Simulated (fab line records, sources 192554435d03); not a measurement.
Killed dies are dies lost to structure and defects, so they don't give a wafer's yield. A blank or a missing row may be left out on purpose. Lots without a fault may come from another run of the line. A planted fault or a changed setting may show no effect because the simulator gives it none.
fab line records | flow n5_finfet | part 2 of 2: steps 6 to 6 of 6
record lots=9 wafers=25 last_day=19
route steps=1938 shown DUMMY_GATE@240 SPACER0@259 SD_EPI_N@275 BEOL_M4@1111 PASSIVATION@1936
lots that met no fault: from a run of the same line without faults
start_h: hours from the record's first day to the start of the lot's first wafer shown | wait_h: hours since the lot's step before | " the same as in the row above | L1.1+2: a row that stands for several wafers | - no value, or no start given | * or withheld: withheld | < > ~ a bound
route shown NAME@n: a module of which the file shows steps, and the number in the route of the first | usual: mean/standard deviation of fault-free wafers | same: alike in all rows | chamber/n: place in a boat | sites: the reading at each site | _std_site: their standard deviation | _edge_site: outer sites' mean less inner sites' | radius_mm: how far each site lies from the wafer's centre | mask NAME#n: copy n | behind: the tool/chamber that last shaped the wafer | hold: why the lot was held/for how many hours/how that ended | device: the transistor (n, p or np) that didn't switch | end of line: the same wafers' tests at the end of the route | a step without rows: its recipe alone | killed: dies lost to structure and defects at the first sort, not the wafer's yield | map: a wafer's dies, x killed, . not, _ none there
set.NAME: the setting as run; set.NAME@STEP: as run at that earlier step | model.NAME: the simulator's own value behind a step, which no gauge read
steps of the route over a sample of lots; a table a step, a row a wafer
services: from which hour (start_h, from the record's first day; less than 0 if before it) a tool's chamber was out of use, for how many hours, and why
## steps
# step N5_PASSIVATION_PROBE_49
# usual defect_limited_yield=91.4/1.2 killed_at_M0_to_M3=35/11 killed_at_M4_up=14/6 killed_at_contacts=12/6.7 killed_at_front_end=37/9.7 killed_at_other=3.5/2.5 killed_dies=102/15 killed_on_rim=13/3.6 killed_open=67/12 killed_short=33/7.3 sort_bin_4_leakage=0/0 sort_bin_5_function=5.1/0.81 sort_bin_6_memory=3.2/0.65 sort_bin_8_speed=0.00/0.021 sort_n_pass=1078/15 sort_yield_pct=91.4/1.2
# same gross_dies=1180 killed_at_back_side=0
# columns lot.wafer tool chamber start_h wait_h defect_limited_yield[%] killed_at_M0_to_M3 killed_at_M4_up killed_at_contacts killed_at_front_end killed_at_other killed_dies killed_on_rim killed_open killed_short sort_bin_4_leakage[%] sort_bin_5_function[%] sort_bin_6_memory[%] sort_bin_8_speed[%] sort_n_pass sort_yield_pct[%]
L203.1 prober-01 - 342.96 0.0 91.9 11 10 40 30 5 96 15 76 20 0 4.7 3.4 0 1084 91.9
L203.3 prober-01 - 343.06 0.1 92.1 20 15 16 38 4 93 13 68 25 0 5.2 2.5 0 1087 92.1
L203.5 prober-01 - 343.16 0.2 92.3 7 17 15 45 7 91 15 61 28 0 3.9 3.6 0 1089 92.3
L205.2 prober-01 - 354.99 0.1 90.8 34 18 5 47 5 109 18 77 32 87.29 5.5 3.7 0 41 3.5
L205.4 prober-01 - 355.09 0.2 91.7 32 11 14 39 2 98 11 73 24 0 5.1 3.0 0 1082 91.7
L205.6 prober-01 - 355.19 0.3 91.9 33 22 4 36 1 96 11 63 31 66.10 4.6 3.1 0 304 25.8
L208.2 prober-02 - 360.59 0.1 91.0 32 25 14 31 4 106 14 72 33 91.02 5.9 2.7 0 0 0
L208.6 prober-02 - 360.79 0.3 90.2 36 13 26 37 4 116 14 78 34 88.90 6.3 3.0 0 15 1.3
L207.4 prober-01 - 372.92 0.2 91.3 36 17 15 35 0 103 12 70 33 0 5.8 2.6 0 1077 91.3
L207.6 prober-01 - 373.02 0.3 92.2 36 16 12 24 4 92 11 57 34 92.20 4.4 2.9 0 0 0
L213.3 prober-02 - 408.47 0.1 91.0 36 13 15 40 2 106 14 66 40 0 5.3 3.1 0 1074 91.0
L213.5 prober-02 - 408.57 0.2 92.5 27 15 10 36 1 89 16 58 31 0 3.8 3.1 0 1091 92.5
L213.6 prober-02 - 408.62 0.3 91.7 40 18 8 29 3 98 12 62 35 0 4.8 3.1 0 1082 91.7
L219.2 prober-02 - 414.35 0.1 92.7 23 11 7 39 6 86 7 56 26 0 4.9 2.1 0 1094 92.7
L219.3 prober-02 - 414.40 0.1 91.4 24 6 4 61 7 102 10 69 33 0 4.5 3.7 0 1078 91.4
L219.6 prober-02 - 414.55 0.3 90.8 32 12 6 57 1 108 12 74 31 0 5.5 3.2 0 1072 90.8
L218.3 prober-01 - 430.15 0.1 92.5 26 15 15 31 1 88 12 59 27 0 4.3 2.6 0.25 1089 92.3
L218.5 prober-01 - 430.25 0.2 90.8 28 13 13 51 3 108 6 82 25 0 5.6 3.3 0 1072 90.8
L218.6 prober-01 - 430.30 0.3 93.4 29 13 5 31 0 78 11 54 24 0 3.7 2.8 0 1102 93.4
L220.1 prober-01 - 460.16 0.0 94.0 21 6 7 37 0 71 13 44 19 0 3.1 1.8 0 1109 94.0
L220.2 prober-01 - 460.21 0.1 93.8 29 8 3 32 1 73 10 46 26 0 4.8 1.0 0 1107 93.8
L220.3 prober-01 - 460.26 0.1 93.1 18 6 4 52 2 82 9 53 28 0 3.1 3.6 0 1098 93.1
L221.1 prober-01 - 463.58 0.0 92.6 38 17 2 26 4 87 12 56 31 0 4.8 2.3 0 1093 92.6
L221.2 prober-01 - 463.63 0.1 90.6 60 9 5 33 4 111 13 77 34 0 5.0 4.0 0 1069 90.6
L221.4 prober-01 - 463.73 0.2 93.6 34 12 6 22 2 76 6 52 23 0 3.5 2.8 0 1104 93.6
# killed by level:class
L203.1 MOL_CONTACT_COAG:geometric_particle:open=37 FIN_SAQP:geometric_particle:open=6 STARTING-WAFER:geometric_particle:open=5 FIN_SAQP:geometric_particle:short=4 DUMMY_GATE:geometric_particle:open=4 STI_FIN_REVEAL:geometric_particle:open=3 MOL_CONTACT_COAG:geometric_particle:short=3 BEOL_M4:geometric_particle:open=3
L203.3 FIN_SAQP:geometric_particle:open=17 MOL_CONTACT_COAG:geometric_particle:open=13 STI_FIN_REVEAL:geometric_particle:open=8 FIN_SAQP:geometric_particle:short=6 BEOL_M2:geometric_particle:open=6 BEOL_M1:geometric_particle:open=4 MOL_CONTACT_COAG:geometric_particle:short=3 BEOL_M0_SAQP:geometric_particle:short=3
L203.5 MOL_CONTACT_COAG:geometric_particle:open=12 STI_FIN_REVEAL:geometric_particle:open=11 FIN_SAQP:geometric_particle:open=8 BEOL_M4:geometric_particle:open=6 FIN_SAQP:geometric_particle:short=5 GATE_CUT:geometric_particle:short=5 STARTING-WAFER:geometric_particle:short=5 DUMMY_GATE:geometric_particle:open=4
L205.2 FIN_SAQP:geometric_particle:open=15 BEOL_M4:geometric_particle:open=12 STI_FIN_REVEAL:geometric_particle:open=11 FIN_SAQP:geometric_particle:short=8 BEOL_M3:geometric_particle:open=8 BEOL_M0_SAQP:geometric_particle:short=7 GATE_CUT:geometric_particle:short=5 MOL_CONTACT_COAG:geometric_particle:open=5
L205.4 MOL_CONTACT_COAG:geometric_particle:open=13 BEOL_M3:geometric_particle:open=11 DUMMY_GATE:geometric_particle:open=7 BEOL_M0_SAQP:geometric_particle:open=7 STARTING-WAFER:geometric_particle:open=7 BEOL_M4:geometric_particle:open=5 FIN_SAQP:geometric_particle:open=4 GATE_CUT:geometric_particle:short=4
L205.6 BEOL_M4:geometric_particle:open=14 BEOL_M0_SAQP:geometric_particle:open=13 BEOL_M0_SAQP:geometric_particle:short=12 STI_FIN_REVEAL:geometric_particle:open=8 FIN_SAQP:geometric_particle:open=5 GATE_CUT:geometric_particle:short=5 FIN_SAQP:geometric_particle:short=4 MOL_CONTACT_COAG:geometric_particle:open=4
L208.2 BEOL_M4:geometric_particle:open=14 STI_FIN_REVEAL:geometric_particle:open=11 BEOL_M2:geometric_particle:open=10 MOL_CONTACT_COAG:geometric_particle:short=9 BEOL_M3:geometric_particle:open=9 FIN_SAQP:geometric_particle:short=5 MOL_CONTACT_COAG:geometric_particle:open=5 STARTING-WAFER:geometric_particle:short=4
L208.6 MOL_CONTACT_COAG:geometric_particle:open=17 STI_FIN_REVEAL:geometric_particle:open=9 BEOL_M2:geometric_particle:open=9 BEOL_M3:geometric_particle:open=8 MOL_CONTACT_COAG:geometric_particle:short=7 DUMMY_GATE:geometric_particle:open=6 BEOL_M4:geometric_particle:open=6 BEOL_M0_SAQP:geometric_particle:short=5
L207.4 MOL_CONTACT_COAG:geometric_particle:open=14 BEOL_M0_SAQP:geometric_particle:open=13 BEOL_M4:geometric_particle:open=9 FIN_SAQP:geometric_particle:short=7 BEOL_M0_SAQP:geometric_particle:short=6 FIN_SAQP:geometric_particle:open=5 DUMMY_GATE:geometric_particle:open=5 BEOL_M3:geometric_particle:open=4
L207.6 MOL_CONTACT_COAG:geometric_particle:open=10 BEOL_M0_SAQP:geometric_particle:short=10 BEOL_M0_SAQP:geometric_particle:open=6 BEOL_M8:geometric_particle:open=5 STI_FIN_REVEAL:geometric_particle:open=4 BEOL_M0:geometric_particle:open=4 BEOL_M2:geometric_particle:open=4 FIN_SAQP:geometric_particle:short=3
L213.3 MOL_CONTACT_COAG:geometric_particle:open=15 FIN_SAQP:geometric_particle:short=10 FIN_SAQP:geometric_particle:open=9 GATE_CUT:geometric_particle:short=9 BEOL_M3:geometric_particle:open=8 BEOL_M2:geometric_particle:open=8 BEOL_M0_SAQP:geometric_particle:short=6 BEOL_M4:geometric_particle:open=6
L213.5 FIN_SAQP:geometric_particle:open=9 BEOL_M0_SAQP:geometric_particle:short=8 BEOL_M4:geometric_particle:open=8 MOL_CONTACT_COAG:geometric_particle:open=7 BEOL_M1:geometric_particle:open=7 GATE_CUT:geometric_particle:short=5 BEOL_M3:geometric_particle:open=5 STARTING-WAFER:geometric_particle:short=5
L213.6 BEOL_M1:geometric_particle:open=12 FIN_SAQP:geometric_particle:open=8 BEOL_M0_SAQP:geometric_particle:open=7 FIN_SAQP:geometric_particle:short=6 MOL_CONTACT_COAG:geometric_particle:open=6 BEOL_M4:geometric_particle:open=6 BEOL_M3:geometric_particle:open=5 BEOL_M2:geometric_particle:open=5
L219.2 FIN_SAQP:geometric_particle:open=15 BEOL_M2:geometric_particle:open=9 FIN_SAQP:geometric_particle:short=5 DUMMY_GATE:geometric_particle:open=5 MOL_CONTACT_COAG:geometric_particle:open=5 BEOL_M4:geometric_particle:open=4 MIM_TOP_ETCH:coat_microbubble_printed=4 GATE_CUT:geometric_particle:short=3
L219.3 FIN_SAQP:geometric_particle:open=31 BEOL_M1:geometric_particle:open=8 FIN_SAQP:geometric_particle:short=6 DUMMY_GATE:geometric_particle:open=6 GATE_CUT:geometric_particle:short=5 BEOL_M3:geometric_particle:open=5 MOL_CONTACT_COAG:geometric_particle:open=4 BEOL_M3:geometric_particle:short=4
L219.6 FIN_SAQP:geometric_particle:open=29 BEOL_M0_SAQP:geometric_particle:short=7 FIN_SAQP:geometric_particle:short=6 DUMMY_GATE:geometric_particle:open=6 BEOL_M2:geometric_particle:open=6 MOL_CONTACT_COAG:geometric_particle:open=6 BEOL_M0_SAQP:geometric_particle:open=6 BEOL_M3:geometric_particle:short=6
L218.3 MOL_CONTACT_COAG:geometric_particle:open=13 BEOL_M3:geometric_particle:open=7 BEOL_M2:geometric_particle:open=6 FIN_SAQP:geometric_particle:short=5 DUMMY_GATE:geometric_particle:open=4 ILD0:geometric_particle:open=4 BEOL_M1:geometric_particle:open=4 BEOL_M4:geometric_particle:open=4
L218.5 MOL_CONTACT_COAG:geometric_particle:open=12 BEOL_M0_SAQP:geometric_particle:open=12 STI_FIN_REVEAL:geometric_particle:open=9 DUMMY_GATE:geometric_particle:open=9 STARTING-WAFER:geometric_particle:open=7 GATE_CUT:geometric_particle:open=6 FIN_SAQP:geometric_particle:short=4 GATE_CUT:geometric_particle:short=4
L218.6 BEOL_M1:geometric_particle:open=9 DUMMY_GATE:geometric_particle:open=5 BEOL_M0_SAQP:geometric_particle:open=5 BEOL_M3:geometric_particle:open=5 STI_FIN_REVEAL:geometric_particle:open=4 GATE_CUT:geometric_particle:short=4 MOL_CONTACT_COAG:geometric_particle:open=4 BEOL_M1:geometric_particle:short=4
L220.1 STI_FIN_REVEAL:geometric_particle:open=9 FIN_SAQP:geometric_particle:open=8 HKMG_FIN:area_etch=7 MOL_CONTACT_COAG:geometric_particle:open=6 BEOL_M0_SAQP:geometric_particle:open=5 BEOL_M1:geometric_particle:short=4 FIN_SAQP:geometric_particle:short=4 BEOL_M2:geometric_particle:open=4
L220.2 STI_FIN_REVEAL:geometric_particle:open=10 BEOL_M3:geometric_particle:open=10 FIN_SAQP:geometric_particle:open=7 FIN_SAQP:geometric_particle:short=6 STI_FIN_REVEAL:geometric_particle:short=5 BEOL_M0_SAQP:geometric_particle:short=5 BEOL_M2:geometric_particle:open=4 BEOL_M0_SAQP:geometric_particle:open=3
L220.3 FIN_SAQP:geometric_particle:short=14 STI_FIN_REVEAL:geometric_particle:open=12 FIN_SAQP:geometric_particle:open=10 BEOL_M3:geometric_particle:open=5 BEOL_M4:geometric_particle:open=5 STI_FIN_REVEAL:geometric_particle:short=4 DUMMY_GATE:geometric_particle:open=3 BEOL_M1:geometric_particle:open=3
L221.1 BEOL_M3:geometric_particle:open=8 FIN_SAQP:geometric_particle:short=6 BEOL_M1:geometric_particle:open=6 BEOL_M0:geometric_particle:open=5 BEOL_M2:geometric_particle:open=5 BEOL_M8:geometric_particle:open=5 STI_FIN_REVEAL:geometric_particle:open=4 DUMMY_GATE:geometric_particle:open=4
L221.2 BEOL_M3:geometric_particle:open=17 BEOL_M2:geometric_particle:open=13 FIN_SAQP:geometric_particle:open=11 BEOL_M0_SAQP:geometric_particle:short=11 FIN_SAQP:geometric_particle:short=5 MOL_CONTACT_COAG:geometric_particle:open=5 BEOL_M0_SAQP:geometric_particle:open=5 BEOL_M0:geometric_particle:open=4
L221.4 BEOL_M2:geometric_particle:open=9 BEOL_M4:geometric_particle:open=7 MOL_CONTACT_COAG:geometric_particle:open=6 BEOL_M0_SAQP:geometric_particle:open=6 BEOL_M0_SAQP:geometric_particle:short=4 BEOL_M0:geometric_particle:open=4 STARTING-WAFER:geometric_particle:short=4 FIN_SAQP:geometric_particle:short=3
## services
# columns tool chamber start_h hours kind
rie_diel-02 - 56.46 2.8 pm
ald_sin-04 3 56.55 7.1 repair
rie_si-04 0 61.97 29.8 repair
rie_diel-01 0 75.56 1.7 repair
rie_diel-03 2 77.09 4.3 repair
rie_diel-06 - 79.36 2.8 pm
rie_diel-05 1 80.42 9.3 repair
ald_sin-04 - 85.25 14.0 pm
ald_sin-04 0 85.25 14.0 vent_cycle
ald_sin-04 1 85.25 14.0 vent_cycle
ald_sin-04 2 85.25 14.0 vent_cycle
ald_sin-04 3 85.25 14.0 vent_cycle
rie_si-05 3 98.96 9.6 repair
ald_sin-04 0 99.25 - clean
ald_sin-04 1 99.25 - clean
ald_sin-04 2 99.25 - clean
ald_sin-04 3 99.25 - clean
rie_diel-04 2 105.37 13.3 repair
rie_diel-01 0 117.38 36.7 repair
rie_diel-06 0 119.41 1.3 repair
rie_diel-03 2 127.70 2.8 repair
ald_sin-01 3 131.40 31.4 repair
rie_diel-01 3 160.50 4.9 repair
rie_si-05 0 176.96 44.6 repair
## key
first_sign step=N5_SPACER0_ALD_00 reading=ald_cycles direction=down sigmas=99+ usual=* struck=*
effect step=N5_BEOL_M4_RC_MEAS_101 reading=IOFF_N direction=up sigmas=15 usual=0.16 struck=0.64
effect step=N5_BEOL_M4_RC_MEAS_101 reading=IOFF_P direction=up sigmas=13 usual=0.22 struck=0.81
effect step=N5_BEOL_M4_RC_MEAS_101 reading=IOFF_N_85C direction=up sigmas=13 usual=3.1 struck=10.1
effect step=N5_BEOL_M4_RC_MEAS_101 reading=IOFF_P_LIN direction=up sigmas=12 usual=0.102 struck=0.300
effect step=N5_BEOL_M4_RC_MEAS_101 reading=IOFF_P_85C direction=up sigmas=12 usual=3.7 struck=11.1
effect step=N5_BEOL_M4_RC_MEAS_101 reading=IOFF_N_LIN direction=up sigmas=12 usual=0.074 struck=0.218
effect step=N5_BEOL_M4_RC_MEAS_101 reading=REXT_N direction=down sigmas=9.2 usual=75.2 struck=62.5
effect step=N5_BEOL_M4_RC_MEAS_101 reading=DIBL_N direction=up sigmas=8.6 usual=36.3 struck=50.3
effect step=N5_BEOL_M4_RC_MEAS_101 reading=VT_P_LVT direction=up sigmas=7.7 usual=-99 struck=-75
effect step=N5_BEOL_M4_RC_MEAS_101 reading=ION_P direction=up sigmas=7.3 usual=463 struck=523
effect step=N5_BEOL_M4_RC_MEAS_101 reading=ION_N direction=up sigmas=7.1 usual=675 struck=759
effect step=N5_BEOL_M4_RC_MEAS_101 reading=VT_N_LVT direction=down sigmas=6.8 usual=99 struck=77
effect step=N5_PASSIVATION_PROBE_49 reading=sort_bin_4_leakage direction=up sigmas=99+ usual=0 struck=85.10
met_at N5_SPACER0_ALD_00
struck_lots L205,L207,L208
struck_wafers L205.2,L205.6,L207.6,L208.2,L208.6
not_acting_at N5_DUMMY_GATE_TRIM_49,N5_DUMMY_GATE_STRIP_41,N5_SD_EPI_N_ETCH_35
onset_between 73.10 84.64
fault kind=process_parameter_drift tool=ald_sin-04 chamber=- onset_h=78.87 steps=N5_SPACER0_ALD_00 channel=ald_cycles offset=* shape=step end_h=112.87 scope=struck_wafers_only acts_in=* stated=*
